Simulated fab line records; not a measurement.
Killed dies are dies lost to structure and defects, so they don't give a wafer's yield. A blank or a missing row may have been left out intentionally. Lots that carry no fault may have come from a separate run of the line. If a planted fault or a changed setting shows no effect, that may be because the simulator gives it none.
Matching of chambers    flow n5 finfet    4 sister chambers for N5_BEOL_M1_STRIP_36 on rie diel-05
The step strips in N2/H2. 7 wafers are shown with their chamber, then 7 later ones without.

## WAFERS WITH THEIR CHAMBER
wafer   chamber  showerhead plenum p Torr (Torr)  drypump motor current A (A)
L076.4  2        2.39                             5.5
L083.5  1        2.69                             5.4
L087.1  3        2.58                             4.9
L087.2  1        2.68                             5.4
L087.5  0        2.49                             5.6
L089.2  0        2.49                             5.6
L089.3  3        2.58                             5.0

## WAFERS WHOSE CHAMBER IS MISSING
wafer   showerhead plenum p Torr (Torr)  drypump motor current A (A)
L089.5  2.68                             5.4
L093.1  2.67                             5.4
L093.2  2.70                             5.6
L093.6  2.67                             5.4
L096.1  2.57                             5.0
L096.2  2.67                             5.4
L096.4  2.70                             5.6

## WHICH CHAMBER EACH ONE RAN IN
wafer    from the rows above   in truth
L089.5   1                     1
L093.1   1                     1
L093.2   1                     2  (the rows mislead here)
L093.6   1                     1
L096.1   3                     3
L096.2   1                     1
L096.4   1                     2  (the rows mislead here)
5 of 7 placed correctly. Can't be placed from these rows: 0. Number placed wrongly: 2.
How it was worked out, from the rows above alone: a wafer's distance from a chamber is the root of the sum, over the readings, of the square of ((its reading less the chamber's mean) divided by the reading's scatter). The wafer belongs to the nearest chamber; if the next one is less than 2 further off, it can't be placed. A chamber's mean is the mean of its shown wafers. The scatter is the square root of a quotient: the sum, over the shown wafers, of each reading's squared deviation from its chamber's mean, divided by wafers minus chambers.
